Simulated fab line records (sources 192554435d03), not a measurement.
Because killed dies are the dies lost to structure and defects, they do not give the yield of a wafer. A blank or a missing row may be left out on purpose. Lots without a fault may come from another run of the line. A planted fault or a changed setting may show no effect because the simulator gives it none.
Lot-split experiment + flow n5Finfet + on a route of 1938 steps: 7 lots, 39 wafers read

ON THE SPLIT
At N5_BEOL_M11_ETCH_66 (etches SOC in N2/H2, target depth 120 nm, overetch 24 nm, time 180 s), the setting timeS was moved away from the recipe's 180 s on 15 of the 39 wafers read, by -51.6% to +29.5%. This setting was run at the recipe's value on the other wafers.

The reading comes from the split's own step.

THE READING
SiARC_of_BEOL_M11_COAT_64.thkNm (the simulator's own value, which no gauge read), in nm, at N5_BEOL_M11_ETCH_66 (etches SOC in N2/H2, target depth 120 nm, overetch 24 nm, time 180 s). The file gives no usual value for it. Across the 24 wafers here that went through the recipe, the average is 22.7 nm and the standard deviation 0.24 nm.

| wafer  | tool, chamber at the split | timeS as run, s | against the recipe | SiARC_of_BEOL_M11_COAT_64.thkNm, nm | against lot-mates on the recipe |
|--------|----------------------------|-----------------|--------------------|-------------------------------------|---------------------------------|
| L074.1 | rieDiel-01, 1              | 180             | recipe             | 22.6                                | -                               |
| L074.2 | rieDiel-01, 2,3,3,2        | 180             | recipe             | 22.4                                | -                               |
| L074.3 | rieDiel-01, 2,3,3,2        | 180             | recipe             | 22.4                                | -                               |
| L074.5 | rieDiel-01, 2,3,3,2        | 180             | recipe             | 22.4                                | -                               |
| L074.6 | rieDiel-01, 2,3,3,2        | 180             | recipe             | 22.4                                | -                               |
| L074.4 | rieDiel-01, 0              | 180             | recipe             | 22.8                                | -                               |
| L082.1 | rieDiel-01, 0              | 180             | recipe             | 22.8                                | -                               |
| L082.2 | rieDiel-01, 1              | 180             | recipe             | 22.6                                | -                               |
| L082.4 | rieDiel-01, 3              | 180             | recipe             | 22.4                                | -                               |
| L085.1 | rieDiel-03, 0,3            | 180             | recipe             | 22.8                                | -                               |
| L085.3 | rieDiel-03, 0,3            | 180             | recipe             | 22.8                                | -                               |
| L085.2 | rieDiel-03, 1,3            | 97.05           | -46.1%             | 26                                  | +3.1                            |
| L085.6 | rieDiel-03, 1,3            | 97.05           | -46.1%             | 26                                  | +3.1                            |
| L085.4 | rieDiel-03, 2              | 180             | recipe             | 23                                  | -                               |
| L085.5 | rieDiel-03, 2              | 97.05           | -46.1%             | 26.4                                | +3.5                            |
| L086.1 | rieDiel-03, 2              | 180             | recipe             | 23.2                                | -                               |
| L086.2 | rieDiel-03, 1              | 180             | recipe             | 22.6                                | -                               |
| L086.3 | rieDiel-03, 3              | 87.09           | -51.6%             | 26.4                                | +3.5                            |
| L086.5 | rieDiel-03, 3              | 87.09           | -51.6%             | 26.4                                | +3.5                            |
| L086.4 | rieDiel-03, 0              | 180             | recipe             | 22.8                                | -                               |
| L086.6 | rieDiel-03, 2              | 87.09           | -51.6%             | 26.8                                | +3.9                            |
| L087.1 | rieDiel-03, 0              | 129.8           | -27.9%             | 24.8                                | +2.0                            |
| L087.2 | rieDiel-03, 3,1            | 180             | recipe             | 22.6                                | -                               |
| L087.4 | rieDiel-03, 3,1            | 180             | recipe             | 22.6                                | -                               |
| L087.3 | rieDiel-03, 2              | 180             | recipe             | 23.2                                | -                               |
| L087.5 | rieDiel-03, 2              | 129.8           | -27.9%             | 25                                  | +2.2                            |
| L087.6 | rieDiel-03, 3              | 129.8           | -27.9%             | 24.6                                | +1.8                            |
| L093.1 | rieDiel-03, 2              | 233.1           | +29.5%             | 21.2                                | -1.5                            |
| L093.2 | rieDiel-03, 1              | 180             | recipe             | 22.6                                | -                               |
| L093.6 | rieDiel-03, 1              | 180             | recipe             | 22.6                                | -                               |
| L093.3 | rieDiel-03, 0              | 233.1           | +29.5%             | 20.8                                | -1.9                            |
| L093.4 | rieDiel-03, 0              | 180             | recipe             | 22.8                                | -                               |
| L093.5 | rieDiel-03, 2              | 233.1           | +29.5%             | 21.4                                | -1.3                            |
| L096.1 | rieDiel-03, 1,0            | 140.5           | -21.9%             | 24.2                                | +1.5                            |
| L096.5 | rieDiel-03, 1,0            | 140.5           | -21.9%             | 24.2                                | +1.5                            |
| L096.2 | rieDiel-03, 2              | 180             | recipe             | 23                                  | -                               |
| L096.3 | rieDiel-03, 0              | 180             | recipe             | 22.6                                | -                               |
| L096.4 | rieDiel-03, 3              | 180             | recipe             | 22.4                                | -                               |
| L096.6 | rieDiel-03, 3              | 140.5           | -21.9%             | 24                                  | +1.3                            |
Rows listing several chambers each stand for several wafers; the file does not say which wafer went through which chamber.

THE FIT
A straight line over all 39 wafers: SiARC_of_BEOL_M11_COAT_64.thkNm changes by -0.0701 nm for each +1% of timeS; r = -0.98; the points scatter about the line by 0.28 nm.
The same after taking each lot's own level away (the mean of its wafers on the recipe; 39 wafers): -0.0671 nm for each +1%; r = -0.99; scatter 0.24 nm.
On that fit, the largest move of timeS shifts the reading by 3.5 nm.
Measured against the standard deviation above, the lots' own levels, which go from 22.50 to 22.87 nm, span 1.5 times it.
Consequently the slope shifts little with the lot-to-lot level, the two slopes agreeing.
Check: with one of the wafers moved furthest among these (-51.6%) left out of the fit, the line predicts +3.54 nm for it against its lot-mates. It came out at +3.53 nm against them.

OTHER SPLITS ON THESE WAFERS
These wafers also went through other splits before the reading. Each is held against what the fit with the lots' levels taken away leaves over:
| other split on the same wafers          | wafers away from the commonest value | r with SiARC_of_BEOL_M11_COAT_64.thkNm (lot level and that fit taken away) |
|-----------------------------------------|--------------------------------------|----------------------------------------------------------------------------|
| N5_PMOS_HMC_CHANNEL_EPI_DESCUM_14 timeS | 15                                   | -0.19                                                                      |
| N5_DUMMY_GATE_PECVD_30 timeS            | 18                                   | +0.30                                                                      |
| N5_SD_EPI_N_ETCH_45 targetDepthA        | 15                                   | +0.14                                                                      |
| N5_HKMG_FIN_NWFM_ALD_20 aldCycles       | 15                                   | +0.00                                                                      |
| N5_MOL_CONTACT_COAG_CVD_140 targetThkA  | 18                                   | +0.21                                                                      |
| N5_BEOL_M4_DESCUM_16 timeS              | 18                                   | +0.10                                                                      |
| N5_BEOL_M9_ETCH_62 timeS                | 12                                   | -0.05                                                                      |

FILE'S OWN FIT
SiARC_of_BEOL_M11_COAT_64.thkNm changes by -0.0684 nm for each +1% of timeS, r = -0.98.
